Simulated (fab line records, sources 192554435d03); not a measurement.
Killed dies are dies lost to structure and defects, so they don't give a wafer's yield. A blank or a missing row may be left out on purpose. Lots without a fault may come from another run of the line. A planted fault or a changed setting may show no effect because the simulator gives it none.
fab line records | flow n5_finfet
record lots=24 wafers=72 last_day=18
route steps=1938 shown BEOL_M3@997 BEOL_M4@1037
lots that met no fault: from a run of the same line without faults
start_h: hours from the record's first day to the start of the lot's first wafer shown | wait_h: hours since the lot's step before | " the same as in the row above | L1.1+2: a row that stands for several wafers | - no value, or no start given | * or withheld: withheld | < > ~ a bound
route shown NAME@n: a module of which the file shows steps, and the number in the route of the first | usual: mean/standard deviation of fault-free wafers | same: alike in all rows | chamber/n: place in a boat | sites: the reading at each site | _std_site: their standard deviation | _edge_site: outer sites' mean less inner sites' | radius_mm: how far each site lies from the wafer's centre | mask NAME#n: copy n | behind: the tool/chamber that last shaped the wafer | hold: why the lot was held/for how many hours/how that ended | device: the transistor (n, p or np) that didn't switch | end of line: the same wafers' tests at the end of the route | a step without rows: its recipe alone | killed: dies lost to structure and defects at the first sort, not the wafer's yield | map: a wafer's dies, x killed, . not, _ none there
set.NAME: the setting as run; set.NAME@STEP: as run at that earlier step | model.NAME: the simulator's own value behind a step, which no gauge read
steps of the route over a sample of lots; a table a step, a row a wafer
services: from which hour (start_h, from the record's first day; less than 0 if before it) a tool's chamber was out of use, for how many hours, and why
## steps
# step N5_BEOL_M3_ANNEAL_80
# recipe temp_c=400 time_s=240 ambient=vacuum
# usual heater_power_w=823/69
# columns lot.wafer tool chamber start_h wait_h heater_power_w
L075.2 pvd_sputter-02 - 149.30 0.0 965
L075.4 " - " " 811
L075.6 " - " " 795
L074.3 pvd_sputter-01 - 150.79 0.0 814
L074.5 " - " " 744
L074.6 " - " " 846
L076.1 pvd_sputter-02 - 155.81 0.0 826
L076.4 " - " " 950
L076.5 " - " " 966
L077.1 pvd_sputter-02 - 172.72 0.0 882
L077.4 " - " " 954
L077.6 " - " " 885
L078.1 pvd_sputter-01 - 175.51 0.0 700
L078.5 " - " " 834
L078.6 " - " " 700
L079.1 pvd_sputter-02 - 180.44 0.0 864
L079.2 " - " " 798
L079.3 " - " " 801
L080.1 pvd_sputter-02 - 187.88 0.0 868
L080.3 " - " " 815
L080.6 " - " " 975
L081.1 pvd_sputter-03 - 197.66 0.0 868
L081.2 " - " " 779
L081.5 " - " " 773
L083.2 pvd_sputter-02 - 200.39 0.0 827
L083.4 " - " " 936
L083.6 " - " " 848
L082.3 pvd_sputter-01 - 202.37 0.0 865
L082.4 " - " " 827
L082.6 " - " " 728
L084.2 pvd_sputter-03 - 206.89 0.0 867
L084.3 " - " " 760
L084.4 " - " " 805
L086.2 pvd_sputter-01 - 219.01 0.0 748
L086.3 " - " " 823
L086.5 " - " " 745
L087.1 pvd_sputter-03 - 226.69 0.0 782
L087.4 " - " " 884
L087.5 " - " " 753
L085.1 pvd_sputter-01 - 229.87 0.0 846
L085.2 " - " " 703
L085.5 " - " " 726
L088.2 pvd_sputter-03 - 232.39 0.0 885
L088.4 " - " " 760
L088.5 " - " " 891
L089.1 pvd_sputter-02 - 243.19 0.0 810
L089.5 " - " " 857
L089.6 " - " " 841
L090.3 pvd_sputter-01 - 244.85 0.0 714
L090.4 " - " " 808
L090.6 " - " " 809
L091.1 pvd_sputter-01 - 253.67 0.0 854
L091.5 " - " " 739
L091.6 " - " " 848
L093.1 pvd_sputter-03 - 266.94 0.0 750
L093.4 " - " " 742
L093.6 " - " " 889
L094.2 pvd_sputter-01 - 279.18 0.0 857
L094.4 " - " " 748
L094.5 " - " " 849
L092.1 pvd_sputter-02 - 279.86 0.0 950
L092.3 " - " " 835
L092.4 " - " " 813
L095.3 pvd_sputter-03 - 287.83 0.0 898
L095.5 " - " " 738
L095.6 " - " " 755
L096.1 pvd_sputter-03 - 300.18 0.0 857
L096.4 " - " " 871
L096.5 " - " " 777
L097.1 pvd_sputter-03 - 307.15 0.0 757
L097.5 " - " " 878
L097.6 " - " " 873
# step N5_BEOL_M3_SPUTTER_90
# recipe material=Cu target_thk_a=45 temp_c=-20 chamber_pressure_pa=0.07 power_w=withheld time_s=8.29
# usual chuck_sensor_temp_C=-16.2/0.55 throttle_valve_pct=29.8/0.99
# columns lot.wafer tool chamber start_h wait_h chuck_sensor_temp_C throttle_valve_pct
L075.2 pvd_sputter-02 - 150.10 0.1 -16.5 28.5
L075.4 " - " " -16.0 27.9
L075.6 " - " " -15.2 31.3
L074.3 pvd_sputter-01 - 151.59 0.1 -15.9 29.5
L074.5 " - " " -17.0 30.2
L074.6 " - " " -16.8 30.4
L076.1 pvd_sputter-02 - 156.61 0.1 -15.2 31.2
L076.4 " - " " -16.5 28.2
L076.5 " - " " -16.7 28.4
L077.1 pvd_sputter-02 - 173.52 0.1 -15.7 29.9
L077.4 " - " " -16.5 28.5
L077.6 " - " " -15.6 29.8
L078.1 pvd_sputter-01 - 176.31 0.1 -14.9 29.0
L078.5 " - " " -16.8 30.1
L078.6 " - " " -15.0 29.4
L079.1 pvd_sputter-02 - 181.24 0.1 -15.8 30.0
L079.2 " - " " -15.4 31.2
L079.3 " - " " -16.2 28.5
L080.1 pvd_sputter-02 - 188.68 0.1 -15.6 29.7
L080.3 " - " " -16.3 28.3
L080.6 " - " " -16.6 28.5
L081.1 pvd_sputter-03 - 198.46 0.1 -16.3 31.1
L081.2 " - " " -16.1 30.4
L081.5 " - " " -16.0 30.1
L083.2 pvd_sputter-02 - 201.19 0.1 -16.1 28.2
L083.4 " - " " -16.5 28.2
L083.6 " - " " -16.2 28.2
L082.3 pvd_sputter-01 - 203.17 0.1 -16.9 30.3
L082.4 " - " " -15.8 29.3
L082.6 " - " " -16.7 30.0
L084.2 pvd_sputter-03 - 207.69 0.1 -16.2 31.2
L084.3 " - " " -16.7 30.8
L084.4 " - " " -16.0 29.9
L086.2 pvd_sputter-01 - 219.81 0.1 -16.8 30.2
L086.3 " - " " -16.0 29.5
L086.5 " - " " -16.9 29.8
L087.1 pvd_sputter-03 - 227.49 0.1 -15.9 30.0
L087.4 " - " " -16.2 31.6
L087.5 " - " " -16.5 30.9
L085.1 pvd_sputter-01 - 230.67 0.1 -16.8 30.3
L085.2 " - " " -14.9 29.1
L085.5 " - " " -16.8 30.2
L088.2 pvd_sputter-03 - 233.19 0.1 -16.3 28.7
L088.4 " - " " -16.6 30.6
L088.5 " - " " -16.3 28.6
L089.1 pvd_sputter-02 - 243.99 0.1 -15.3 31.3
L089.5 " - " " -15.8 30.3
L089.6 " - " " -16.1 28.0
L090.3 pvd_sputter-01 - 245.65 0.1 -14.9 29.1
L090.4 " - " " -15.8 29.4
L090.6 " - " " -15.9 29.7
L091.1 pvd_sputter-01 - 254.47 0.1 -16.9 30.3
L091.5 " - " " -16.9 30.3
L091.6 " - " " -16.8 30.4
L093.1 pvd_sputter-03 - 267.88 0.1 -16.1 29.9
L093.4 " - " " -16.7 30.9
L093.6 " - " " -16.3 31.0
L094.2 pvd_sputter-01 - 279.98 0.1 -16.9 30.1
L094.4 " - " " -16.8 30.2
L094.5 " - " " -16.8 30.7
L092.1 pvd_sputter-02 - 280.66 0.1 -16.5 28.3
L092.3 " - " " -16.2 28.2
L092.4 " - " " -15.4 31.4
L095.3 pvd_sputter-03 - 288.63 0.1 -16.3 29.0
L095.5 " - " " -16.7 30.8
L095.6 " - " " -16.4 30.1
L096.1 pvd_sputter-03 - 300.98 0.1 -16.1 31.0
L096.4 " - " " -16.3 28.8
L096.5 " - " " -16.2 29.9
L097.1 pvd_sputter-03 - 307.95 0.1 -16.7 30.7
L097.5 " - " " -16.2 31.2
L097.6 " - " " -16.3 28.7
# step N5_BEOL_M3_ANNEAL_95
# recipe temp_c=400 time_s=240 ambient=vacuum
# usual heater_power_w=822/69
# columns lot.wafer tool chamber start_h wait_h heater_power_w
L075.2 pvd_sputter-02 - 150.62 0.0 945
L075.4 " - " " 834
L075.6 " - " " 779
L074.3 pvd_sputter-01 - 152.11 0.0 819
L074.5 " - " " 744
L074.6 " - " " 875
L076.1 pvd_sputter-02 - 157.13 0.0 804
L076.4 " - " " 937
L076.5 " - " " 949
L077.1 pvd_sputter-02 - 174.04 0.0 884
L077.4 " - " " 961
L077.6 " - " " 887
L078.1 pvd_sputter-01 - 176.83 0.0 699
L078.5 " - " " 874
L078.6 " - " " 701
L079.1 pvd_sputter-02 - 181.76 0.0 884
L079.2 " - " " 834
L079.3 " - " " 824
L080.1 pvd_sputter-02 - 189.20 0.0 865
L080.3 " - " " 820
L080.6 " - " " 953
L081.1 pvd_sputter-03 - 198.98 0.0 850
L081.2 " - " " 786
L081.5 " - " " 760
L082.3 pvd_sputter-01 - 203.69 0.0 865
L082.4 " - " " 831
L082.6 " - " " 749
L083.2 pvd_sputter-02 - 205.55 0.0 819
L083.4 " - " " 966
L083.6 " - " " 827
L084.2 pvd_sputter-03 - 208.21 0.0 859
L084.3 " - " " 754
L084.4 " - " " 793
L086.2 pvd_sputter-01 - 220.33 0.0 736
L086.3 " - " " 820
L086.5 " - " " 733
L087.1 pvd_sputter-03 - 228.01 0.0 771
L087.4 " - " " 860
L087.5 " - " " 758
L085.1 pvd_sputter-01 - 231.19 0.0 856
L085.2 " - " " 701
L085.5 " - " " 739
L088.2 pvd_sputter-03 - 233.71 0.0 882
L088.4 " - " " 740
L088.5 " - " " 874
L089.1 pvd_sputter-02 - 244.51 0.0 821
L089.5 " - " " 862
L089.6 " - " " 841
L090.3 pvd_sputter-01 - 246.17 0.0 694
L090.4 " - " " 836
L090.6 " - " " 825
L091.1 pvd_sputter-01 - 254.99 0.0 828
L091.5 " - " " 750
L091.6 " - " " 846
L093.1 pvd_sputter-03 - 268.92 0.1 767
L093.4 " - " " 754
L093.6 " - " " 858
L094.2 pvd_sputter-01 - 280.50 0.0 856
L094.4 " - " " 732
L094.5 " - " " 864
L092.1 pvd_sputter-02 - 281.18 0.0 963
L092.3 " - " " 811
L092.4 " - " " 814
L095.3 pvd_sputter-03 - 289.15 0.0 902
L095.5 " - " " 761
L095.6 " - " " 772
L096.1 pvd_sputter-03 - 301.50 0.0 878
L096.4 " - " " 854
L096.5 " - " " 781
L097.1 pvd_sputter-03 - 308.47 0.0 754
L097.5 " - " " 864
L097.6 " - " " 862
# step N5_BEOL_M3_CO_CAP_55
# recipe material=Co target_thk_a=20 temp_c=200 precursor=CCTBA/H2 pressure_torr=30 time_s=102.1
# usual heater_power_w=251/31
# columns lot.wafer tool chamber start_h wait_h heater_power_w
L075.2 cvd_co-01 1 152.09 0.0 250
L075.4 " 2 " " 212
L075.6 " 1 " " 247
L074.3 cvd_co-01 2 153.38 0.0 211
L074.5 " 1 " " 238
L074.6 " 0 " " 247
L076.1 cvd_co-02 1 158.15 0.0 319
L076.4 " 2 " " 251
L076.5 " 0 " " 263
L077.1 cvd_co-01 2 175.43 0.0 216
L077.4 " 2 " " 214
L077.6 " 0 " " 247
L078.1 cvd_co-01 0 177.83 0.0 241
L078.5 " 0 " " 247
L078.6 " 2 " " 218
L079.1 cvd_co-01 0 182.76 0.0 242
L079.2 " 1 " " 251
L079.3 " 2 " " 210
L080.1 cvd_co-01 0 190.21 0.0 249
L080.3 " 2 " " 211
L080.6 " 2 " " 213
L081.1 cvd_co-02 1 200.55 0.0 320
L081.2 " 2 " " 253
L081.5 " 1 " " 317
L082.3 cvd_co-02 0 204.69 0.0 268
L082.4 " 0 " " 273
L082.6 " 2 " " 246
L083.2 cvd_co-01 1 206.61 0.0 246
L083.4 " 1 " " 243
L083.6 " 0 " " 248
L084.2 cvd_co-02 0 209.29 0.0 269
L084.3 " 2 " " 250
L084.4 " 1 " " 313
L086.2 cvd_co-01 2 221.34 0.0 211
L086.3 " 1 " " 249
L086.5 " 1 " " 247
L087.1 cvd_co-01 0 229.30 0.0 251
L087.4 " 0 " " 258
L087.5 " 1 " " 249
L085.1 cvd_co-01 1 232.20 0.0 255
L085.2 " 2 " " 211
L085.5 " 0 " " 248
L088.2 cvd_co-02 2 234.72 0.0 247
L088.4 " 0 " " 264
L088.5 " 2 " " 247
L089.1 cvd_co-01 2 245.76 0.0 210
L089.5 " 2 " " 211
L089.6 " 1 " " 252
L090.3 cvd_co-01 2 247.23 0.1 211
L090.4 " 1 " " 247
L090.6 " 1 " " 246
L091.1 cvd_co-01 1 256.02 0.0 251
L091.5 " 2 " " 210
L091.6 " 1 " " 247
L093.1 cvd_co-01 1 270.15 0.0 247
L093.4 " 1 " " 247
L093.6 " 0 " " 248
L094.2 cvd_co-02 1 281.50 0.0 321
L094.4 " 0 " " 267
L094.5 " 1 " " 323
L092.1 cvd_co-02 2 282.18 0.0 250
L092.3 " 0 " " 278
L092.4 " 1 " " 318
L095.3 cvd_co-02 2 290.19 0.0 251
L095.5 " 2 " " 255
L095.6 " 1 " " 311
L096.1 cvd_co-01 0 302.54 0.0 250
L096.4 " 2 " " 213
L096.5 " 1 " " 250
L097.1 cvd_co-02 0 309.48 0.0 268
L097.5 " 0 " " 272
L097.6 " 1 " " 320
# step N5_BEOL_M4_DESCUM_16
# recipe chemistry=O2 time_s=7 source_power_w=50 bias_power_w=20 pressure_mtorr=20 rf_frequency_hz=2.712e+07 temp_c=40 resist=CAR-EUV o2_flow_sccm=225
# usual drypump_motor_current_A=5.7/0.42 oes_product_au=0.79/0.1 rf_fwd_power_W=49.29/0.22 rf_vpp_V=242.8/1.5 showerhead_plenum_p_Torr=2.08/0.09 throttle_valve_pct=20.32/0.27
# columns lot.wafer tool chamber start_h wait_h drypump_motor_current_A oes_product_au rf_fwd_power_W rf_hours_counter_h rf_vpp_V showerhead_plenum_p_Torr throttle_valve_pct
L075.2 rie_diel-06 1 154.53 0.0 6.0 0.70 49.44 228 244.4 2.08 20.87
L075.4 " 3 " " 6.5 0.88 49.55 45 243.4 2.02 20.13
L075.6 " 1 " " 6.0 0.70 49.43 - 243.4 2.08 20.88
L074.3 rie_diel-04 2 154.97 0.0 5.8 0.72 49.31 170 245.5 2.19 20.68
L074.5 " 0 " " 5.6 0.69 49.06 - 242.8 2.00 20.41
L074.6 " 3 " " 5.3 0.90 49.38 - 243.1 2.04 19.89
L076.1 rie_diel-04 2 162.63 0.0 5.8 0.73 48.90 172 244.9 2.19 20.70
L076.4 " 0 " " 5.6 0.69 49.24 234 240.3 2.00 20.41
L076.5 " 3 " " 5.3 0.90 49.31 - 243.0 2.04 19.90
L077.1 rie_diel-05 1 178.07 0.5 6.0 0.87 49.01 45 243.6 2.06 20.21
L077.4 " 0 " " 5.7 0.67 49.15 - 242.1 2.01 20.87
L077.6 " 1 " " 6.0 0.87 49.02 - 242.6 2.06 20.23
L078.1 rie_diel-05 1 179.42 0.0 6.1 0.85 49.17 46 242.5 2.06 20.23
L078.5 " 1 " " 6.0 0.86 49.21 - 243.1 2.06 20.22
L078.6 " 2 " " 5.1 0.71 49.40 - 242.7 2.16 20.26
L079.1 rie_diel-04 2 184.02 0.0 5.8 0.72 48.93 179 244.7 2.19 20.69
L079.2 " 0 " " 5.6 0.68 49.12 242 242.7 1.99 20.42
L079.3 " 1 " " 5.2 0.70 49.43 189 240.7 2.00 20.11
L080.1 rie_diel-04 0 191.94 0.2 5.7 0.69 49.16 245 241.1 1.99 20.42
L080.3 " 2 " " 5.8 0.73 49.00 183 244.1 2.19 20.70
L080.6 " 0 " " 5.6 0.68 49.13 - 240.1 1.99 20.42
L081.1 rie_diel-06 3 206.49 0.0 6.5 0.86 49.80 63 242.7 2.01 20.17
L081.2 " 1 " " 6.0 0.69 49.08 247 243.6 2.07 20.89
L081.5 " 2 " " 5.4 0.69 49.08 - 241.0 1.98 20.45
L082.3 rie_diel-06 2 206.76 0.3 5.5 0.69 49.35 207 238.9 1.98 20.46
L082.4 " 1 " " 6.0 0.69 49.22 - 242.5 2.07 20.89
L082.6 " 2 " " 5.5 0.68 49.06 - 240.9 1.98 20.45
L083.2 rie_diel-06 3 209.15 0.2 6.5 0.84 49.51 65 242.2 2.01 20.17
L083.4 " 1 " " 6.0 0.68 49.25 - 240.5 2.07 20.90
L083.6 " 2 " " 5.5 0.68 49.13 - 241.2 1.98 20.47
L084.2 rie_diel-05 1 212.26 0.1 6.0 0.85 49.25 - 242.6 2.05 20.25
L084.3 " 1 " " 6.0 0.85 49.26 - 241.5 2.05 20.26
L084.4 " 1 " " 6.1 0.85 49.17 - 241.9 2.05 20.25
L086.2 rie_diel-05 1 222.86 0.0 6.1 0.84 48.84 62 242.1 2.05 20.26
L086.3 " 2 " " 5.1 0.70 49.37 227 244.6 2.15 20.29
L086.5 " 1 " " 6.0 0.84 48.93 - 241.8 2.05 20.23
L087.1 rie_diel-05 0 231.43 0.0 5.7 0.94 49.28 4 245.6 2.27 20.41
L087.4 " 1 " " 6.1 0.83 49.07 - 241.0 2.05 20.26
L087.5 " 2 " " 5.1 0.69 49.39 - 244.6 2.15 20.29
L085.1 rie_diel-05 1 235.33 0.0 6.1 0.84 48.92 67 241.7 2.05 20.25
L085.2 " 3 " " 5.6 1.00 49.44 2 244.8 2.05 20.29
L085.5 " 1 " " 6.0 0.84 49.01 - 244.4 2.05 20.27
L088.2 rie_diel-04 2 236.70 0.4 5.8 0.70 49.00 203 245.2 2.18 20.73
L088.4 " 1 " " 5.2 0.68 49.28 210 241.3 2.00 20.13
L088.5 " 3 " " 5.3 0.84 49.51 - 241.6 2.03 19.94
L089.1 rie_diel-04 1 248.26 0.2 5.2 0.68 49.27 214 240.5 2.00 20.11
L089.5 " 0 " " 5.7 0.94 48.81 - 246.0 2.25 20.15
L089.6 " 3 " " 5.3 0.84 49.63 - 242.4 2.03 19.92
L090.3 rie_diel-04 2 249.01 0.1 5.8 0.69 49.00 208 243.2 2.18 20.72
L090.4 " 0 " " 5.6 0.95 49.27 10 244.2 2.25 20.12
L090.6 " 0 " " 5.6 0.94 49.24 - 246.5 2.25 20.13
L091.1 rie_diel-06 1 257.14 0.0 6.0 0.97 49.45 5 242.8 2.07 20.49
L091.5 " 0 " " 6.6 0.92 49.37 - 242.3 2.05 20.27
L091.6 " 3 " " 6.4 0.81 49.77 - 241.2 2.00 20.20
L093.1 rie_diel-04 3 271.87 0.2 5.3 0.83 49.57 71 241.6 2.03 19.95
L093.4 " 1 " " 5.2 0.67 49.36 222 241.7 1.99 20.14
L093.6 " 0 " " 5.6 0.92 49.24 - 246.6 2.25 20.11
L094.2 rie_diel-06 1 283.12 0.0 6.0 0.96 49.40 11 242.3 2.07 20.50
L094.4 " 2 " " 5.5 0.66 49.43 238 241.5 1.97 20.50
L094.5 " 0 " " 6.6 0.90 49.20 - 242.6 2.05 20.28
L092.1 rie_diel-06 0 284.20 0.0 6.6 0.91 49.11 19 243.4 2.05 20.28
L092.3 " 3 " " 6.4 0.81 49.27 93 242.8 2.00 20.22
L092.4 " 2 " " 5.5 0.66 49.22 238 241.2 1.97 20.50
L095.3 rie_diel-04 0 291.98 0.3 5.6 0.90 49.03 25 244.6 2.25 20.15
L095.5 " 0 " " 5.6 0.89 49.25 - 245.0 2.25 20.14
L095.6 " 1 " " 5.2 0.66 49.49 - 241.3 1.99 20.15
L096.1 rie_diel-05 1 305.12 0.0 6.1 0.80 49.14 93 242.4 2.04 20.29
L096.4 " 1 " " 6.1 0.80 49.12 - 240.4 2.04 20.31
L096.5 " 0 " " 5.7 0.87 49.28 - 244.1 2.26 20.44
L097.1 rie_diel-04 3 312.88 0.1 5.3 0.81 49.52 84 242.4 2.02 19.97
L097.5 " 3 " " 5.3 0.81 49.57 - 241.6 2.02 19.97
L097.6 " 1 " " 5.2 0.66 49.38 - 242.0 1.99 20.16
# step N5_BEOL_M4_CD_MEAS_18
# recipe pitch_nm=36 target_cd_nm=18
# usual cd_nm=17.9/0.43
# columns lot.wafer tool chamber start_h wait_h cd_nm
L075.2 cd_sem-01 - 154.96 0.1 18.4
L075.4 " - " " 17.9
L075.6 " - " " 17.5
L074.3 cd_sem-01 - 155.41 0.1 18.4
L074.5 " - " " 18.2
L074.6 " - " " 17.5
L076.1 cd_sem-03 - 163.07 0.1 18.8
L076.4 " - " " 18.3
L076.5 " - " " 18.0
L077.1 cd_sem-01 - 178.74 0.0 18.3
L077.4 " - " " 17.4
L077.6 " - " " 18.2
L078.1 cd_sem-03 - 179.86 0.1 18.1
L078.5 " - " " 17.8
L078.6 " - " " 17.5
L079.1 cd_sem-02 - 184.46 0.0 18.2
L079.2 " - " " 17.6
L079.3 " - " " 17.1
L080.1 cd_sem-02 - 192.37 0.0 18.3
L080.3 " - " " 18.4
L080.6 " - " " 18.3
L081.1 cd_sem-03 - 207.06 0.0 18.2
L081.2 " - " " 17.9
L081.5 " - " " 17.6
L082.3 cd_sem-03 - 207.30 0.1 17.4
L082.4 " - " " 17.9
L082.6 " - " " 17.5
L083.2 cd_sem-03 - 209.71 0.1 17.7
L083.4 " - " " 17.4
L083.6 " - " " 17.0
L084.2 cd_sem-01 - 213.22 0.1 18.5
L084.3 " - " " 18.5
L084.4 " - " " 18.0
L086.2 cd_sem-02 - 223.30 0.1 18.0
L086.3 " - " " 17.2
L086.5 " - " " 18.4
L087.1 cd_sem-02 - 232.07 0.0 17.6
L087.4 " - " " 18.5
L087.5 " - " " 17.9
L085.1 cd_sem-02 - 235.79 0.0 17.8
L085.2 " - " " 18.0
L085.5 " - " " 18.0
L088.2 cd_sem-03 - 237.18 0.1 18.4
L088.4 " - " " 17.9
L088.5 " - " " 18.1
L089.1 cd_sem-02 - 248.69 0.0 17.0
L089.5 " - " " 17.5
L089.6 " - " " 17.6
L090.3 cd_sem-01 - 249.53 0.1 18.4
L090.4 " - " " 17.4
L090.6 " - " " 17.5
L091.1 cd_sem-03 - 257.71 0.0 18.0
L091.5 " - " " 18.2
L091.6 " - " " 18.2
L093.1 cd_sem-02 - 272.39 0.0 18.2
L093.4 " - " " 17.9
L093.6 " - " " 18.0
L094.2 cd_sem-01 - 283.68 0.1 17.8
L094.4 " - " " 17.2
L094.5 " - " " 18.2
L092.1 cd_sem-03 - 284.63 0.0 18.3
L092.3 " - " " 17.6
L092.4 " - " " 17.8
L095.3 cd_sem-02 - 292.47 0.1 18.1
L095.5 " - " " 17.5
L095.6 " - " " 17.7
L096.1 cd_sem-03 - 305.56 0.0 18.4
L096.4 " - " " 18.7
L096.5 " - " " 17.3
L097.1 cd_sem-02 - 313.37 0.0 17.7
L097.5 " - " " 18.1
L097.6 " - " " 18.1
## services
# columns tool chamber start_h hours kind
rie_diel-04 2 130.36 10.1 repair
rie_diel-05 3 134.08 65.0 repair
cvd_co-02 - 140.44 0.7 repair
rie_diel-05 1 183.09 9.7 repair
rie_diel-06 0 194.55 - clean
rie_diel-06 0 194.55 - consumable_replace:focus_ring
rie_diel-06 0 194.55 34.3 scheduled_down
rie_diel-04 0 205.22 - clean
rie_diel-04 0 205.22 - consumable_replace:focus_ring
rie_diel-04 0 205.22 - consumable_replace:showerhead
rie_diel-04 0 205.22 14.1 scheduled_down
rie_diel-04 0 205.22 14.1 vent_cycle
rie_diel-05 3 209.61 4.5 repair
rie_diel-05 0 223.81 5.5 repair
cvd_co-01 0 244.46 12.5 repair
cvd_co-02 - 244.92 1.4 repair
rie_diel-04 - 266.81 2.4 repair
rie_diel-06 - 267.21 0.6 repair
rie_diel-06 - 275.37 4.3 pm
rie_diel-06 2 294.86 13.9 repair
rie_diel-04 2 302.94 7.1 repair
rie_diel-04 2 310.68 4.4 repair
pvd_sputter-02 - 311.06 2.8 repair
cvd_co-02 1 311.17 4.9 repair
## key
fault none
